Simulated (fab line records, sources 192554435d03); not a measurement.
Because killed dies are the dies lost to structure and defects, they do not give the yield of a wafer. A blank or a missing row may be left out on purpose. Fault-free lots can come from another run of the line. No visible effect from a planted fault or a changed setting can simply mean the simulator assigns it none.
Chamber matching || flow n5 finfet || N5_BEOL_M12_ETCH_67 on rie diel-04: 4 sister chambers
The step etches SiARC in CF4, target depth 143 nm, time 238.3 s. 16 wafers are shown with their chamber, then 8 later ones without.

== EACH WAFER AND ITS CHAMBER ==
{"wafer": "L078.1", "chamber": 1, "drypump motor current A (A)": 5.93, "showerhead plenum p Torr (Torr)": 2.07, "throttle valve pct (%)": 15.33}
{"wafer": "L078.3", "chamber": 0, "drypump motor current A (A)": 5.85, "showerhead plenum p Torr (Torr)": 2.08, "throttle valve pct (%)": 15.69}
{"wafer": "L078.6", "chamber": 3, "drypump motor current A (A)": 5.24, "showerhead plenum p Torr (Torr)": 2.19, "throttle valve pct (%)": 16.03}
{"wafer": "L079.1", "chamber": 0, "drypump motor current A (A)": 5.86, "showerhead plenum p Torr (Torr)": 2.08, "throttle valve pct (%)": 15.71}
{"wafer": "L079.2", "chamber": 3, "drypump motor current A (A)": 5.21, "showerhead plenum p Torr (Torr)": 2.19, "throttle valve pct (%)": 16.03}
{"wafer": "L079.3", "chamber": 2, "drypump motor current A (A)": 5.42, "showerhead plenum p Torr (Torr)": 2.18, "throttle valve pct (%)": 15.38}
{"wafer": "L086.1", "chamber": 1, "drypump motor current A (A)": 5.89, "showerhead plenum p Torr (Torr)": 2.06, "throttle valve pct (%)": 15.35}
{"wafer": "L086.5", "chamber": 1, "drypump motor current A (A)": 5.90, "showerhead plenum p Torr (Torr)": 2.06, "throttle valve pct (%)": 15.37}
{"wafer": "L086.6", "chamber": 0, "drypump motor current A (A)": 5.87, "showerhead plenum p Torr (Torr)": 2.08, "throttle valve pct (%)": 15.72}
{"wafer": "L089.3", "chamber": 0, "drypump motor current A (A)": 5.85, "showerhead plenum p Torr (Torr)": 2.08, "throttle valve pct (%)": 15.74}
{"wafer": "L089.5", "chamber": 1, "drypump motor current A (A)": 5.93, "showerhead plenum p Torr (Torr)": 2.06, "throttle valve pct (%)": 15.36}
{"wafer": "L089.6", "chamber": 2, "drypump motor current A (A)": 5.42, "showerhead plenum p Torr (Torr)": 2.17, "throttle valve pct (%)": 15.42}
{"wafer": "L092.1", "chamber": 1, "drypump motor current A (A)": 5.91, "showerhead plenum p Torr (Torr)": 2.06, "throttle valve pct (%)": 15.38}
{"wafer": "L092.2", "chamber": 2, "drypump motor current A (A)": 5.40, "showerhead plenum p Torr (Torr)": 2.17, "throttle valve pct (%)": 15.43}
{"wafer": "L092.3", "chamber": 0, "drypump motor current A (A)": 5.88, "showerhead plenum p Torr (Torr)": 2.07, "throttle valve pct (%)": 15.77}
{"wafer": "L092.4", "chamber": 3, "drypump motor current A (A)": 5.25, "showerhead plenum p Torr (Torr)": 2.18, "throttle valve pct (%)": 16.08}

SIGNATURES, as means of the wafers listed above
{"reading": "drypump motor current A", "chamber 0": 5.8620, "chamber 1": 5.9120, "chamber 2": 5.4133, "chamber 3": 5.2333, "scatter within a chamber": 0.0161}
{"reading": "showerhead plenum p Torr", "chamber 0": 2.0780, "chamber 1": 2.0620, "chamber 2": 2.1733, "chamber 3": 2.1867, "scatter within a chamber": 0.00494}
{"reading": "throttle valve pct", "chamber 0": 15.7260, "chamber 1": 15.3580, "chamber 2": 15.4100, "chamber 3": 16.0467, "scatter within a chamber": 0.0262}
Rule: a wafer's distance from a chamber is the root of the sum, over the readings, of the square of ((its reading less the chamber's mean) divided by the reading's scatter). If the next closest chamber is less than 2 further off than the closest, the wafer can't be placed; otherwise it belongs to the closest. The scatter is the square root of a quotient: the sum, over the shown wafers, of each reading's squared deviation from its chamber's mean, divided by wafers minus chambers.

== WAFERS WITH NO CHAMBER GIVEN ==
{"wafer": "L092.5", "drypump motor current A (A)": 5.90, "showerhead plenum p Torr (Torr)": 2.06, "throttle valve pct (%)": 15.41}
{"wafer": "L092.6", "drypump motor current A (A)": 5.85, "showerhead plenum p Torr (Torr)": 2.07, "throttle valve pct (%)": 15.76}
{"wafer": "L095.3", "drypump motor current A (A)": 5.24, "showerhead plenum p Torr (Torr)": 2.18, "throttle valve pct (%)": 16.10}
{"wafer": "L095.4", "drypump motor current A (A)": 5.90, "showerhead plenum p Torr (Torr)": 2.05, "throttle valve pct (%)": 15.42}
{"wafer": "L095.5", "drypump motor current A (A)": 5.42, "showerhead plenum p Torr (Torr)": 2.17, "throttle valve pct (%)": 15.45}
{"wafer": "L097.1", "drypump motor current A (A)": 5.25, "showerhead plenum p Torr (Torr)": 2.18, "throttle valve pct (%)": 16.10}
{"wafer": "L097.2", "drypump motor current A (A)": 5.93, "showerhead plenum p Torr (Torr)": 2.05, "throttle valve pct (%)": 15.42}
{"wafer": "L097.3", "drypump motor current A (A)": 5.41, "showerhead plenum p Torr (Torr)": 2.17, "throttle valve pct (%)": 15.45}

== THE CHAMBER EACH PASSED THROUGH ==
{"wafer": "L092.5", "from the rows above": 1, "in truth": 1}
{"wafer": "L092.6", "from the rows above": 0, "in truth": 0}
{"wafer": "L095.3", "from the rows above": 3, "in truth": 3}
{"wafer": "L095.4", "from the rows above": 1, "in truth": 1}
{"wafer": "L095.5", "from the rows above": 2, "in truth": 2}
{"wafer": "L097.1", "from the rows above": 3, "in truth": 3}
{"wafer": "L097.2", "from the rows above": 1, "in truth": 1}
{"wafer": "L097.3", "from the rows above": 2, "in truth": 2}
8 of 8 placed correctly. Not placeable from these rows: 0. Wrongly placed: 0.
